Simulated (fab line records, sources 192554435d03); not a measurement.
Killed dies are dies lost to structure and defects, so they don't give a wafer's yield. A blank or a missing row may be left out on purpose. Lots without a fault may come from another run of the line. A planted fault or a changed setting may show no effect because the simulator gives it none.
Chamber matching | flow n5_finfet | N5_GATE_CUT_SAC_CAP_01 on ald_sin-04: 4 sister chambers
The step material SiNx, target thk 24 nm, pulse time 1 s, ald cycles 480. 14 wafers are shown with their chamber, then 7 later ones without.

WAFERS WITH THEIR CHAMBER
wafer  | chamber | heater_power_w (W) | heater_power_outer_w (W) | precursor_pulse_height_rel
L074.2 | 1       | 949                | 643                      | 0.986
L074.3 | 3       | 698                | 451                      | 1.017
L074.4 | 0       | 825                | 505                      | 1.039
L078.1 | 0       | 806                | 506                      | 1.001
L078.3 | 2       | 901                | 565                      | 1.000
L078.5 | 0       | 817                | 507                      | 0.988
L079.3 | 1       | 913                | 622                      | 1.008
L079.4 | 2       | 888                | 546                      | 0.976
L079.6 | 1       | 946                | 611                      | 1.009
L082.1 | 3       | 716                | 462                      | 1.027
L082.4 | 0       | 836                | 506                      | 1.027
L082.6 | 0       | 808                | 485                      | 1.032
L088.3 | 0       | 815                | 501                      | 0.991
L088.5 | 0       | 779                | 483                      | 0.981

SIGNATURES (means of the wafers above)
reading                    | chamber 0 | chamber 1 | chamber 2 | chamber 3 | scatter within a chamber
heater_power_w             | 812.29    | 936.00    | 894.50    | 707.00    | 17.2
heater_power_outer_w       | 499.00    | 625.33    | 555.50    | 456.50    | 11.9
precursor_pulse_height_rel | 1.00843   | 1.00100   | 0.98800   | 1.02200   | 0.0201
Rule: a wafer's distance from a chamber is the root of the sum, over the readings, of the square of ((its reading less the chamber's mean) divided by the reading's scatter). The wafer belongs to the nearest chamber; if the next one is less than 2 further off, it can't be placed. The scatter: the root of (the sum of the squares of (reading less its chamber's mean) over the shown wafers, divided by (wafers less chambers)).

WAFERS WITHOUT THEIR CHAMBER
wafer  | heater_power_w (W) | heater_power_outer_w (W) | precursor_pulse_height_rel
L088.6 | 735                | 466                      | 1.031
L089.1 | 797                | 495                      | 1.007
L089.3 | 912                | 545                      | 1.010
L089.4 | 944                | 622                      | 1.006
L093.3 | 952                | 614                      | 1.016
L093.5 | 720                | 460                      | 0.994
L093.6 | 807                | 490                      | 1.035

WHICH CHAMBER EACH WENT THROUGH
wafer  | from the rows above | in truth
L088.6 | 3                   | 3
L089.1 | 0                   | 0
L089.3 | 2                   | 2
L089.4 | 1                   | 1
L093.3 | 1                   | 1
L093.5 | 3                   | 3
L093.6 | 0                   | 0
Placed correctly: 7 of 7. Can't be placed from these rows: 0. Placed wrongly: 0.
